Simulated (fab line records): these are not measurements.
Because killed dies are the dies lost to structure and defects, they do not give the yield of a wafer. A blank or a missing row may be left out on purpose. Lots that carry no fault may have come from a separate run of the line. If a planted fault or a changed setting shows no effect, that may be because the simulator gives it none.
Matching of chambers :: flow nand harc :: pecvd-01 running NHARC_A_STAIRCASE_DEP_322: 3 sister chambers
The step deposits SiO2, target thk 3800 nm. 22 wafers are shown with their chamber, then 11 later ones without.

WAFERS, EACH WITH ITS CHAMBER
wafer: L074.3
chamber: 2
heater power w (W): 737
rf fwd power W (W): 501.5

wafer: L074.4
chamber: 2
heater power w (W): 726
rf fwd power W (W): 501.8

wafer: L074.6
chamber: 1
heater power w (W): 652
rf fwd power W (W): 498.5

wafer: L075.1
chamber: 1
heater power w (W): 774
rf fwd power W (W): 501.3

wafer: L075.4
chamber: 2
heater power w (W): 748
rf fwd power W (W): 498.6

wafer: L075.6
chamber: 0
heater power w (W): 582
rf fwd power W (W): 499.7

wafer: L078.2
chamber: 0
heater power w (W): 612
rf fwd power W (W): 501.1

wafer: L078.5
chamber: 1
heater power w (W): 632
rf fwd power W (W): 501.6

wafer: L078.6
chamber: 2
heater power w (W): 731
rf fwd power W (W): 496.6

wafer: L079.3
chamber: 2
heater power w (W): 835
rf fwd power W (W): 499.4

wafer: L079.4
chamber: 2
heater power w (W): 751
rf fwd power W (W): 498.3

wafer: L079.6
chamber: 0
heater power w (W): 584
rf fwd power W (W): 498.8

wafer: L082.1
chamber: 1
heater power w (W): 797
rf fwd power W (W): 499.8

wafer: L082.2
chamber: 2
heater power w (W): 801
rf fwd power W (W): 497.8

wafer: L082.4
chamber: 1
heater power w (W): 645
rf fwd power W (W): 501.6

wafer: L080.2
chamber: 1
heater power w (W): 676
rf fwd power W (W): 498.7

wafer: L080.3
chamber: 2
heater power w (W): 893
rf fwd power W (W): 501.6

wafer: L080.5
chamber: 1
heater power w (W): 629
rf fwd power W (W): 497.9

wafer: L084.3
chamber: 1
heater power w (W): 744
rf fwd power W (W): 499.5

wafer: L084.4
chamber: 0
heater power w (W): 587
rf fwd power W (W): 498.3

wafer: L084.6
chamber: 1
heater power w (W): 653
rf fwd power W (W): 499.4

wafer: L086.1
chamber: 0
heater power w (W): 661
rf fwd power W (W): 499.1

SIGNATURES (means of the wafers above)
reading: heater power w
chamber 0: 605.20
chamber 1: 689.11
chamber 2: 777.75
scatter within a chamber: 57.7

reading: rf fwd power W
chamber 0: 499.400
chamber 1: 499.811
chamber 2: 499.450
scatter within a chamber: 1.58
Rule: for each reading, subtract the chamber's mean from the wafer's reading, divide by that reading's scatter and square the result; add these up over the readings and take the root, which gives the wafer's distance from the chamber. If the next closest chamber is less than 2 further off than the closest, the wafer can't be placed; otherwise it belongs to the closest. The scatter: take each reading less its chamber's mean, square it, sum over the shown wafers, divide by the number of wafers less the number of chambers, and take the root.

WAFERS WITH NO CHAMBER GIVEN
wafer: L086.2
heater power w (W): 699
rf fwd power W (W): 501.6

wafer: L086.4
heater power w (W): 735
rf fwd power W (W): 498.5

wafer: L088.3
heater power w (W): 651
rf fwd power W (W): 499.4

wafer: L088.4
heater power w (W): 729
rf fwd power W (W): 501.7

wafer: L088.6
heater power w (W): 637
rf fwd power W (W): 500.6

wafer: L089.4
heater power w (W): 623
rf fwd power W (W): 496.8

wafer: L089.5
heater power w (W): 647
rf fwd power W (W): 496.9

wafer: L089.6
heater power w (W): 735
rf fwd power W (W): 500.7

wafer: L093.2
heater power w (W): 748
rf fwd power W (W): 500.0

wafer: L093.5
heater power w (W): 640
rf fwd power W (W): 496.5

wafer: L093.6
heater power w (W): 566
rf fwd power W (W): 496.4

CHAMBER TAKEN BY EACH
wafer: L086.2
from the rows above: can't be placed: 1 or 2 or 0
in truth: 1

wafer: L086.4
from the rows above: can't be placed: 2 or 1 or 0
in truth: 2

wafer: L088.3
from the rows above: can't be placed: 1 or 0 or 2
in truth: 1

wafer: L088.4
from the rows above: can't be placed: 1 or 2 or 0
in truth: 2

wafer: L088.6
from the rows above: can't be placed: 0 or 1 or 2
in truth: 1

wafer: L089.4
from the rows above: can't be placed: 0 or 1 or 2
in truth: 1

wafer: L089.5
from the rows above: can't be placed: 0 or 1 or 2
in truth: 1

wafer: L089.6
from the rows above: can't be placed: 1 or 2 or 0
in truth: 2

wafer: L093.2
from the rows above: can't be placed: 2 or 1 or 0
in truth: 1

wafer: L093.5
from the rows above: can't be placed: 0 or 1 or 2
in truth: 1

wafer: L093.6
from the rows above: can't be placed: 0 or 1
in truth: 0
Placed correctly: 0 of 11. Unplaceable from these rows: 11, with the true chamber sitting among the candidates in 11. Number placed wrongly: 0.
